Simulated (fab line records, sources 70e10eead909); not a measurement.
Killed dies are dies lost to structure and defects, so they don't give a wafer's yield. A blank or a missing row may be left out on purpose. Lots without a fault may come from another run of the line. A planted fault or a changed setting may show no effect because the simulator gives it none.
A struck lot beside a sound one | flow nand_harc | 16 steps out of a route of 1302
Sound: wafers L880.1, L880.5, L880.6. Struck: wafer L890.1. (L890.2 of the same lot was not struck and is left out.) The cause comes at the end.
At each step with rows: each side's tool, then ch and its chambers, then its first start. Under that, the readings that differ: sound wafers | struck wafers | difference of the means | sigmas: that difference in standard deviations of wafers without a fault.
alike: readings whose means differ by less than 2 such deviations, and words and numbers that are the same on both sides. not compared: withheld readings, readings that some wafer has no value for, bounds like >300 that may hide the same value, and numbers for which the record gives no deviation and whose values overlap.
The two part at a step that has a row with sigmas, a row that says differs or no value, or rows on one side only. Numbers that don't overlap but have no deviation are shown without sigmas and don't part them. A reading that every wafer of one side lacks parts them only if that side has two wafers or more.

NHARC_A_M0_OVL_MEAS_10: pitch 160 nm.
  sound on overlay-01, day 23 11:17; struck on overlay-02, day 28 00:09
  reading           | sound       | struck | difference | sigmas
  overlay_y_nm (nm) | 0.7 1.1 0.6 | -1.2   | -2.0       | -3
  alike: overlay_x_nm
NHARC_A_M0_INSPECT_11:
  sound on defect_inspect-01, day 23 11:20; struck on defect_inspect-02, day 28 00:11
  alike: raw_defect_count
NHARC_A_M0_DESCUM_14: chemistry O2, time 3 s.
  sound on rie_diel-05 ch 2,3, day 23 11:23; struck on rie_diel-06 ch 2, day 28 00:15
  reading               | sound             | struck | difference | sigmas
  oes_product_au (a.u.) | 0.992 0.988 0.988 | 1.027  | +0.038     | +3
  alike: drypump_motor_current_A, rf_vpp_V, showerhead_plenum_p_Torr, throttle_valve_pct
  not compared: rf_hours_counter_h
NHARC_A_M0_ETCH_34: etches the open film in N2/H2, target depth 40 nm, overetch 12 nm, time 43.94 s.
  sound on rie_diel-05 ch 0,1,3, day 23 11:29; struck on rie_diel-06 ch 2, day 28 00:20
  reading               | sound             | struck | difference | sigmas
  oes_product_au (a.u.) | 1.003 0.985 0.984 | 1.023  | +0.032     | +2
  alike: drypump_motor_current_A, n2_flow_sccm, rf_vpp_V, showerhead_plenum_p_Torr, throttle_valve_pct
  not compared: rf_hours_counter_h
then, 1 step without rows for these wafers: NHARC_A_M0_ETCH_15 (etches the open film in C4F8/Ar, target depth 150 nm, overetch 15 nm, time 82.5 s).
NHARC_A_M0_CD_MEAS_16:
  sound on cd_sem-01, day 23 11:41; struck on cd_sem-01, day 28 00:33
  alike: cd_nm
NHARC_A_M0_STRIP_18: strips in N2/H2.
  sound on rie_diel-05 ch 0,3, day 23 11:47; struck on rie_diel-06 ch 0, day 28 00:39
  reading                         | sound             | struck | difference | sigmas
  drypump_motor_current_A (A)     | 6.0 6.0 5.5       | 6.6    | +0.8       | +2
  oes_product_au (a.u.)           | 0.977 0.985 0.988 | 1.013  | +0.030     | +3
  showerhead_plenum_p_Torr (Torr) | 2.02 2.02 1.89    | 2.19   | +0.21      | +3
  alike: n2_flow_sccm, rf_vpp_V, throttle_valve_pct
  not compared: rf_hours_counter_h
then, 2 steps without rows for these wafers: NHARC_A_M0_STRIP_19 (strips in post etch residue remover, time 600 s); NHARC_A_M0_DEGAS_28 (time 60 s).
NHARC_A_M0_PRE_CLEAN_29: time 30 s.
  sound on pvd_sputter-02; struck on pvd_sputter-01
  alike: heater_power_w, susceptor_temp_C
NHARC_A_M0_PVD_20: deposits TaN, target thk 5 nm, time 8.06 s.
  sound on pvd_sputter-02; struck on pvd_sputter-01
  alike: throttle_valve_pct
then, 1 step without rows for these wafers: NHARC_A_M0_PVD_21 (deposits Cu, target thk 30 nm, time 20.49 s).
NHARC_A_M0_ECD_22: material Cu, target thk 400 nm.
  sound on ecd_cu-01 ch 0,1, day 23 12:40; struck on ecd_cu-02 ch 0, day 28 01:32
  alike: bath_heat_duty_pct
then, 1 step without rows for these wafers: NHARC_A_M0_ANNEAL_30 (time 90 s).
NHARC_A_M0_CMP_23: polishes, t overpolish 20 s, target thk 113.75 nm.
  sound on cmp-01 ch 0,1,2, day 23 13:26; struck on cmp-02 ch 2, day 28 02:34
  reading                | sound    | struck | difference | sigmas
  time_to_endpoint_s (s) | 37 28 30 | 47     | +15        | +4
  alike: motor_current_A
NHARC_A_M0_THK_MEAS_24: measures by xrf.
  sound on film_metro-02, day 23 13:41; struck on film_metro-01, day 28 02:53
  alike: thk_nm

WHERE THEY PART
First at NHARC_A_M0_OVL_MEAS_10; last, within this record, at NHARC_A_M0_CMP_23. Later steps at which nothing parts them and some readings are alike: NHARC_A_M0_THK_MEAS_24.

WHY: what the simulator had put in
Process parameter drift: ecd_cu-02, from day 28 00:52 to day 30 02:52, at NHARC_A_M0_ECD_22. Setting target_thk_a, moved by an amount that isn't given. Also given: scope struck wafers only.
